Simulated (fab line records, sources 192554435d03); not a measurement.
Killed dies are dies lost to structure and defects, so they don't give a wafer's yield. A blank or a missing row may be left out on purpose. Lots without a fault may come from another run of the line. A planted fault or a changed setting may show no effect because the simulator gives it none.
fab line records | flow n5_finfet | part 1 of 2: steps 1 to 4 of 6
record lots=23 wafers=69 last_day=18
route steps=1938 shown BEOL_M2@881 BEOL_M3@948
lots that met no fault: from a run of the same line without faults
start_h: hours from the record's first day to the start of the lot's first wafer shown | wait_h: hours since the lot's step before | " the same as in the row above | L1.1+2: a row that stands for several wafers | - no value, or no start given | * or withheld: withheld | < > ~ a bound
route shown NAME@n: a module of which the file shows steps, and the number in the route of the first | usual: mean/standard deviation of fault-free wafers | same: alike in all rows | chamber/n: place in a boat | sites: the reading at each site | _std_site: their standard deviation | _edge_site: outer sites' mean less inner sites' | radius_mm: how far each site lies from the wafer's centre | mask NAME#n: copy n | behind: the tool/chamber that last shaped the wafer | hold: why the lot was held/for how many hours/how that ended | device: the transistor (n, p or np) that didn't switch | end of line: the same wafers' tests at the end of the route | a step without rows: its recipe alone | killed: dies lost to structure and defects at the first sort, not the wafer's yield | map: a wafer's dies, x killed, . not, _ none there
set.NAME: the setting as run; set.NAME@STEP: as run at that earlier step | model.NAME: the simulator's own value behind a step, which no gauge read
steps of the route over a sample of lots; a table a step, a row a wafer
services: from which hour (start_h, from the record's first day; less than 0 if before it) a tool's chamber was out of use, for how many hours, and why
## steps
# step N5_BEOL_M2_ETCH_69
# recipe chemistry=CF4 target=SiARC target_depth_a=156 mask_material=CAR-EUV time_s=26 ion_energy_ev=80 pressure_mtorr=40 source_w=545 bias_w=36 Ar_flow_sccm=100 cf4_flow_sccm=100 ends=cleared
# usual drypump_motor_current_A=5.8/0.39 etch_rf_on_time_s=25.9/0.56 oes_product_au=0.67/0.086 rf_vpp_V=183.9/1.2 showerhead_plenum_p_Torr=2.12/0.069 throttle_valve_pct=15.58/0.2
# columns lot.wafer tool chamber start_h wait_h drypump_motor_current_A etch_rf_on_time_s oes_product_au rf_hours_counter_h rf_vpp_V showerhead_plenum_p_Torr throttle_valve_pct
L074.2 rie_diel-02 1 137.32 0.0 5.4 26.5 0.63 169 185.0 2.23 15.48
L074.3 " 0 " " 6.4 25.3 0.66 133 181.2 1.97 15.65
L074.6 " 2 " " 5.8 26.5 0.59 - 182.8 2.12 15.90
L075.1 rie_diel-02 3 140.48 0.0 6.0 25.7 0.75 35 183.8 2.08 15.55
L075.3 " 0 " " 6.3 25.8 0.65 134 182.6 1.97 15.67
L075.5 " 2 " " 5.8 26.9 0.59 - 183.7 2.12 15.91
L076.2 rie_diel-02 0 148.96 0.0 6.4 25.6 0.66 136 182.0 1.97 15.66
L076.3 " 1 " " 5.4 26.4 0.63 173 184.6 2.23 15.48
L076.5 " 3 " " 5.9 25.8 0.75 - 183.2 2.08 15.55
L077.3 rie_diel-02 3 151.61 0.0 5.9 25.6 0.75 37 184.3 2.08 15.56
L077.5 " 2 " " 5.8 27.0 0.58 - 184.0 2.11 15.90
L077.6 " 1 " " 5.4 26.5 0.63 - 186.3 2.23 15.50
L078.2 rie_diel-05 3 163.92 0.0 6.5 25.1 0.61 200 184.2 2.20 15.87
L078.4 " 2 " " 5.5 26.1 0.79 13 184.1 2.10 15.22
L078.6 " 2 " " 5.5 26.2 0.79 - 182.0 2.10 15.24
L079.2 rie_diel-03 0 169.30 0.0 6.3 26.6 0.58 235 183.9 2.11 15.85
L079.3 " 3 " " 5.9 24.9 0.63 191 183.6 2.13 15.44
L079.6 " 2 " " 5.4 25.0 0.59 - 183.5 2.11 15.70
L080.1 rie_diel-05 2 172.74 0.0 5.5 26.2 0.78 16 182.1 2.10 15.21
L080.3 " 1 " " 5.1 25.5 0.60 220 185.5 2.19 15.87
L080.5 " 2 " " 5.5 26.2 0.79 - 184.3 2.10 15.23
L081.1 rie_diel-02 0 178.39 0.0 6.3 25.6 0.65 145 181.6 1.97 15.68
L081.3 " 2 " " 5.8 26.8 0.58 246 182.7 2.11 15.93
L081.6 " 2 " " 5.7 26.7 0.58 - 184.1 2.11 15.91
L082.2 rie_diel-05 0 191.84 0.0 5.7 25.6 0.60 226 185.8 2.20 15.57
L082.3 " 2 " " 5.5 26.0 0.77 23 182.5 2.10 15.26
L082.5 " 3 " " 6.5 25.6 0.60 - 184.1 2.20 15.89
L083.3 rie_diel-05 0 192.55 0.0 5.8 25.4 0.60 227 185.7 2.20 15.57
L083.4 " 3 " " 6.5 25.4 0.60 - 184.4 2.20 15.92
L083.5 " 0 " " 5.8 25.5 0.61 - 185.1 2.20 15.56
L084.1 rie_diel-02 3 201.42 0.0 6.0 25.9 0.72 56 183.1 2.08 15.59
L084.2 " 0 " " 6.3 25.6 0.65 154 180.7 1.97 15.69
L084.4 " 3 " " 6.0 25.9 0.72 - 184.5 2.07 15.58
L085.2 rie_diel-05 1 208.76 0.0 5.2 25.5 0.60 227 185.2 2.19 15.89
L085.3 " 3 " " 6.5 25.4 0.60 215 184.7 2.20 15.90
L085.5 " 1 " " 5.1 25.5 0.60 - 185.5 2.19 15.88
L086.1 rie_diel-02 2 214.60 0.0 5.8 26.3 0.81 3 185.1 2.11 15.44
L086.4 " 1 " " 5.4 26.9 0.60 198 186.2 2.22 15.54
L086.6 " 3 " " 6.0 26.0 0.71 - 183.6 2.07 15.60
L087.1 rie_diel-02 3 221.40 0.0 6.0 25.7 0.71 63 183.7 2.07 15.58
L087.4 " 1 " " 5.4 27.0 0.60 201 184.4 2.22 15.53
L087.5 " 3 " " 6.0 25.5 0.71 - 182.9 2.07 15.61
L088.2 rie_diel-03 2 226.05 0.0 5.5 25.2 0.87 1 182.8 2.11 15.21
L088.5 " 3 " " 6.0 25.4 0.60 - 182.0 2.12 15.49
L088.6 " 2 " " 5.5 25.0 0.88 - 183.9 2.11 15.22
L089.4 rie_diel-05 1 229.87 0.0 5.2 25.6 0.60 234 183.8 2.19 15.88
L089.5 " 3 " " 6.5 25.4 0.60 - 185.0 2.20 15.92
L089.6 " 0 " " 5.7 25.8 0.59 - 183.9 2.20 15.59
L090.1 rie_diel-03 3 237.32 0.0 5.9 25.5 0.60 219 185.0 2.12 15.51
L090.2 " 2 " " 5.4 25.0 0.84 7 182.5 2.10 15.23
L090.6 " 1 " " 6.3 26.5 0.65 - 184.5 2.14 15.64
L091.1 rie_diel-03 1 238.31 0.0 6.3 26.4 0.64 142 184.4 2.14 15.62
L091.3 " 3 " " 5.9 25.7 0.60 219 183.8 2.12 15.51
L091.5 " 2 " " 5.5 25.1 0.83 - 184.8 2.10 15.24
L093.1 rie_diel-03 1 250.81 0.0 6.3 26.6 0.63 147 184.7 2.14 15.66
L093.4 " 3 " " 5.9 25.6 0.60 224 183.2 2.12 15.53
L093.5 " 2 " " 5.5 25.4 0.82 - 184.0 2.10 15.24
L094.1 rie_diel-03 2 260.56 0.0 5.4 25.1 0.83 15 184.7 2.10 15.25
L094.5 " 3 " " 5.9 25.4 0.60 - 183.5 2.12 15.51
L094.6 " 2 " " 5.5 24.8 0.83 - 184.1 2.10 15.22
L095.1 rie_diel-03 0 276.12 0.0 6.3 25.2 0.84 11 184.2 2.10 15.38
L095.2 " 1 " " 6.4 26.0 0.63 154 185.0 2.14 15.65
L095.4 " 0 " " 6.3 25.2 0.83 - 183.5 2.10 15.38
L096.2 rie_diel-02 2 277.40 0.0 5.8 25.9 0.76 26 181.3 2.10 15.48
L096.3 " 1 " " 5.4 26.7 0.59 219 184.8 2.21 15.58
L096.5 " 2 " " 5.8 25.9 0.77 - 185.2 2.10 15.47
L097.1 rie_diel-02 0 281.89 0.0 6.3 25.5 0.62 181 182.0 1.96 15.76
L097.3 " 3 " " 6.0 25.5 0.69 85 183.2 2.07 15.64
L097.5 " 3 " " 5.9 25.4 0.70 - 181.6 2.07 15.65
# step N5_BEOL_M2_ALD_98
# recipe material=SiO2 target_thk_a=25 temp_c=100 ald_precursor_family=BDEAS ald_co_reactant=O2-plasma pulse_time_s=1 co_reactant_pulse_time_s=1 purge_time_s=2 co_reactant_purge_time_s=2 ald_cycles=17 pressure_torr=2
# usual heater_power_w=77/5.6 precursor_pulse_height_rel=0.999/0.019
# same ald_cycles=17
# columns lot.wafer tool chamber start_h wait_h heater_power_w precursor_pulse_height_rel
L074.2 ald_sin-01 3 137.40 0.1 75 0.989
L074.3 " 1 " " 74 0.989
L074.6 " 2 " " 71 0.992
L075.1 ald_sin-01 2 140.57 0.1 70 1.016
L075.3 " 3 " " 76 1.005
L075.5 " 3 " " 75 1.026
L076.2 ald_sin-01 1 149.52 0.5 71 0.997
L076.3 " 3 " " 75 1.001
L076.5 " 2 " " 70 0.992
L077.3 ald_sin-03 1 151.69 0.1 89 0.998
L077.5 " 2 " " 85 0.997
L077.6 " 3 " " 74 1.005
L078.2 ald_sin-04 0 164.59 0.6 81 1.003
L078.4 " 2 " " 67 1.049
L078.6 " 0 " " 83 1.024
L079.2 ald_sin-04 0 169.38 0.1 81 1.004
L079.3 " 1 " " 76 1.024
L079.6 " 3 " " 84 1.008
L080.1 ald_sin-04 3 172.82 0.1 84 0.975
L080.3 " 1 " " 73 0.989
L080.5 " 0 " " 80 0.977
L081.1 ald_sin-01 3 179.12 0.7 75 0.966
L081.3 " 2 " " 72 0.987
L081.6 " 3 " " 73 1.000
L082.2 ald_sin-01 2 191.92 0.1 71 1.006
L082.3 " 3 " " 74 1.013
L082.5 " 3 " " 74 1.017
L083.3 ald_sin-03 0 192.63 0.1 75 0.996
L083.4 " 1 " " 86 0.984
L083.5 " 3 " " 78 1.021
L084.1 ald_sin-04 0 201.81 0.4 82 1.008
L084.2 " 3 " " 85 0.991
L084.4 " 3 " " 85 0.997
L085.2 ald_sin-01 2 208.85 0.1 70 1.039
L085.3 " 3 " " 76 1.017
L085.5 " 2 " " 68 0.996
L086.1 ald_sin-04 2 214.88 0.3 70 1.001
L086.4 " 2 " " 69 0.989
L086.6 " 0 " " 82 0.968
L087.1 ald_sin-03 1 221.48 0.1 89 0.989
L087.4 " 1 " " 86 0.992
L087.5 " 0 " " 76 1.024
L088.2 ald_sin-01 2 226.25 0.2 69 0.992
L088.5 " 3 " " 75 0.976
L088.6 " 2 " " 68 0.963
L089.4 ald_sin-04 0 230.85 1.0 80 1.003
L089.5 " 2 " " 69 1.042
L089.6 " 3 " " 84 0.957
L090.1 ald_sin-01 2 237.41 0.1 70 0.978
L090.2 " 3 " " 76 1.005
L090.6 " 0 " " 80 0.989
L091.1 ald_sin-04 2 238.41 0.1 69 0.999
L091.3 " 3 " " 83 1.027
L091.5 " 3 " " 84 1.027
L093.1 ald_sin-04 0 250.89 0.1 81 1.008
L093.4 " 0 " " 81 0.977
L093.5 " 2 " " 71 1.026
L094.1 ald_sin-03 3 260.64 0.1 80 1.004
L094.5 " 1 " " 88 0.972
L094.6 " 2 " " 82 1.006
L095.1 ald_sin-01 0 277.29 1.1 81 0.977
L095.2 " 2 " " 70 0.986
L095.4 " 3 " " 77 1.021
L096.2 ald_sin-01 3 277.58 0.2 77 0.995
L096.3 " 1 " " 73 0.978
L096.5 " 2 " " 69 1.004
L097.1 ald_sin-01 3 281.97 0.1 77 1.015
L097.3 " 1 " " 75 0.981
L097.5 " 2 " " 71 1.011
# step N5_BEOL_M2_ETCHBACK_99
# recipe chemistry=CHF3 target=SiO2 target_depth_a=50 time_s=10.4 source_w=215 bias_w=47 Ar_flow_sccm=200 CHF3_flow_sccm=12 ion_energy_ev=100 pressure_mtorr=30
# usual drypump_motor_current_A=5.9/0.41 oes_product_au=0.76/0.094 rf_vpp_V=241/5.2 showerhead_plenum_p_Torr=2.14/0.073 throttle_valve_pct=17.08/0.2
# columns lot.wafer tool chamber start_h wait_h drypump_motor_current_A oes_product_au rf_hours_counter_h rf_vpp_V showerhead_plenum_p_Torr throttle_valve_pct
L074.2 rie_diel-03 3 138.50 1.0 5.9 0.74 180 234 2.15 16.87
L074.3 " 2 " " 5.5 0.68 227 236 2.12 17.10
L074.6 " 3 " " 5.9 0.73 - 233 2.15 16.89
L075.1 rie_diel-05 0 141.69 1.1 5.8 0.71 209 243 2.22 16.96
L075.3 " 3 " " 6.5 0.72 191 244 2.23 17.35
L075.5 " 0 " " 5.8 0.71 - 241 2.22 16.96
L076.2 rie_diel-05 3 153.18 3.6 6.5 0.72 195 244 2.23 17.34
L076.3 " 0 " " 5.7 0.71 212 241 2.22 16.97
L076.5 " 3 " " 6.5 0.73 - 244 2.23 17.35
L077.3 rie_diel-05 1 160.10 8.4 5.2 0.71 215 242 2.22 17.37
L077.5 " 2 " " 5.5 0.94 - 248 2.11 16.72
L077.6 " 3 " " 6.5 0.71 - 243 2.23 17.37
L078.2 rie_diel-05 0 164.79 0.2 5.7 0.71 217 242 2.22 16.98
L078.4 " 2 " " 5.5 0.93 13 250 2.11 16.71
L078.6 " 0 " " 5.8 0.71 - 242 2.22 16.99
L079.2 rie_diel-03 2 172.50 3.1 5.4 0.67 239 234 2.12 17.12
L079.3 " 0 " " 6.3 0.67 236 237 2.11 17.19
L079.6 " 3 " " 5.9 0.73 - 235 2.14 16.90
L080.1 rie_diel-03 3 176.13 3.3 5.9 0.73 194 235 2.14 16.90
L080.3 " 0 " " 6.3 0.67 237 238 2.11 17.20
L080.5 " 1 " " 6.4 0.77 - 233 2.17 17.12
L081.1 rie_diel-03 1 182.01 2.8 6.3 0.77 120 235 2.17 17.15
L081.3 " 0 " " 6.3 0.67 238 238 2.11 17.21
L081.6 " 1 " " 6.4 0.76 - 233 2.17 17.14
L083.3 rie_diel-03 0 195.62 2.9 6.3 0.67 244 238 2.11 17.21
L083.4 " 3 " " 5.9 0.73 201 235 2.14 16.91
L083.5 " 0 " " 6.3 0.67 - 238 2.11 17.23
L082.2 rie_diel-03 2 200.88 8.9 5.5 0.66 249 236 2.11 17.16
L082.3 " 1 " " 6.4 0.76 128 233 2.17 17.15
L082.5 " 3 " " 5.9 0.72 - 235 2.14 16.92
L084.1 rie_diel-02 3 204.38 2.5 6.0 0.84 58 237 2.08 17.05
L084.2 " 1 " " 5.4 0.72 194 246 2.25 17.05
L084.4 " 1 " " 5.4 0.72 - 245 2.25 17.05
L085.2 rie_diel-05 0 210.52 1.6 5.7 0.69 232 242 2.21 17.03
L085.3 " 3 " " 6.5 0.70 215 242 2.22 17.41
L085.5 " 0 " " 5.7 0.70 - 242 2.21 17.01
L086.1 rie_diel-05 1 215.18 0.2 5.1 0.69 228 243 2.22 17.40
L086.4 " 0 " " 5.7 0.70 234 241 2.21 17.02
L086.6 " 3 " " 6.5 0.71 - 243 2.22 17.39
L087.1 rie_diel-03 2 224.55 3.0 5.5 1.02 1 234 2.11 16.66
L087.4 " 2 " " 5.4 1.01 - 234 2.11 16.69
L087.5 " 3 " " 5.9 0.72 - 234 2.14 16.94
L088.2 rie_diel-05 1 230.77 4.5 5.2 0.69 234 242 2.21 17.39
L088.5 " 2 " " 5.5 0.88 - 248 2.10 16.75
L088.6 " 1 " " 5.2 0.69 - 241 2.21 17.40
L089.4 rie_diel-02 2 230.96 0.1 5.8 0.95 10 252 2.11 16.87
L089.5 " 0 " " 6.3 0.73 - 245 1.98 17.24
L089.6 " 1 " " 5.5 0.71 - 247 2.25 17.07
L090.1 rie_diel-02 1 237.85 0.4 5.3 0.71 207 245 2.24 17.08
L090.2 " 2 " " 5.8 0.92 12 252 2.11 16.88
L090.6 " 0 " " 6.3 0.72 - 242 1.97 17.24
L091.1 rie_diel-05 0 239.45 1.0 5.8 0.69 242 242 2.21 17.03
L091.3 " 2 " " 5.5 0.87 38 247 2.10 16.77
L091.5 " 2 " " 5.5 0.87 - 248 2.10 16.77
L093.1 rie_diel-03 2 262.02 11.1 5.5 0.95 15 235 2.11 16.71
L093.4 " 3 " " 5.9 0.70 227 235 2.13 16.95
L093.5 " 1 " " 6.3 0.74 - 233 2.16 17.20
L094.1 rie_diel-03 3 265.43 4.7 5.9 0.70 228 232 2.13 16.95
L094.5 " 3 " " 5.9 0.69 - 234 2.13 16.98
L094.6 " 0 " " 6.3 0.99 - 238 2.10 16.80
L095.1 rie_diel-02 2 278.30 1.0 5.8 0.88 26 252 2.10 16.90
L095.2 " 3 " " 6.0 0.81 83 237 2.07 17.09
L095.4 " 2 " " 5.8 0.88 - 253 2.10 16.90
L096.2 rie_diel-02 3 283.31 5.7 6.0 0.81 86 237 2.07 17.11
L096.3 " 1 " " 5.4 0.70 221 244 2.24 17.11
L096.5 " 1 " " 5.4 0.70 - 246 2.24 17.11
L097.1 rie_diel-02 0 286.97 4.9 6.3 0.72 183 244 1.97 17.26
L097.3 " 2 " " 5.8 0.87 30 250 2.10 16.91
L097.5 " 1 " " 5.4 0.69 - 246 2.24 17.10
# step N5_BEOL_M2_ANNEAL_93
# recipe temp_c=400 time_s=240 ambient=vacuum
# usual heater_power_w=837/97
# columns lot.wafer tool chamber start_h wait_h heater_power_w
L074.2 pvd_sputter-01 - 142.80 0.0 884
L074.3 " - " " 935
L074.6 " - " " 946
L075.1 pvd_sputter-01 - 144.64 0.0 889
L075.3 " - " " 966
L075.5 " - " " 882
L076.2 pvd_sputter-03 - 156.40 0.0 850
L076.3 " - " " 885
L076.5 " - " " 845
L077.3 pvd_sputter-02 - 162.93 0.0 758
L077.5 " - " " 646
L077.6 " - " " 901
L078.2 pvd_sputter-03 - 167.50 0.0 841
L078.4 " - " " 857
L078.6 " - " " 833
L079.2 pvd_sputter-02 - 175.38 0.0 915
L079.3 " - " " 652
L079.6 " - " " 762
L080.1 pvd_sputter-01 - 179.57 0.0 965
L080.3 " - " " 877
L080.5 " - " " 693
L081.1 pvd_sputter-03 - 185.30 0.0 826
L081.3 " - " " 882
L081.6 " - " " 854
L083.3 pvd_sputter-02 - 198.56 0.0 921
L083.4 " - " " 781
L083.5 " - " " 650
L082.2 pvd_sputter-03 - 203.86 0.0 871
L082.3 " - " " 881
L082.5 " - " " 839
L084.1 pvd_sputter-02 - 208.70 0.0 900
L084.2 " - " " 764
L084.4 " - " " 785
L085.2 pvd_sputter-03 - 213.44 0.0 866
L085.3 " - " " 900
L085.5 " - " " 830
L086.1 pvd_sputter-01 - 217.87 0.0 862
L086.4 " - " " 957
L086.6 " - " " 697
L087.1 pvd_sputter-02 - 227.71 0.0 652
L087.4 " - " " 797
L087.5 " - " " 903
L088.2 pvd_sputter-03 - 233.47 0.0 878
L088.5 " - " " 903
L088.6 " - " " 924
L089.4 pvd_sputter-01 - 233.88 0.0 975
L089.5 " - " " 987
L089.6 " - " " 685
L090.1 pvd_sputter-02 - 241.42 0.0 811
L090.2 " - " " 899
L090.6 " - " " 779
L091.1 pvd_sputter-01 - 242.73 0.0 895
L091.3 " - " " 963
L091.5 " - " " 949
L093.1 pvd_sputter-02 - 264.72 0.0 759
L093.4 " - " " 918
L093.5 " - " " 815
L094.1 pvd_sputter-02 - 268.84 0.0 655
L094.5 " - " " 676
L094.6 " - " " 770
L095.1 pvd_sputter-02 - 281.36 0.0 782
L095.2 " - " " 768
L095.4 " - " " 905
L096.2 pvd_sputter-03 - 286.79 0.0 898
L096.3 " - " " 875
L096.5 " - " " 891
L097.1 pvd_sputter-03 - 290.00 0.0 879
L097.3 " - " " 883
L097.5 " - " " 856
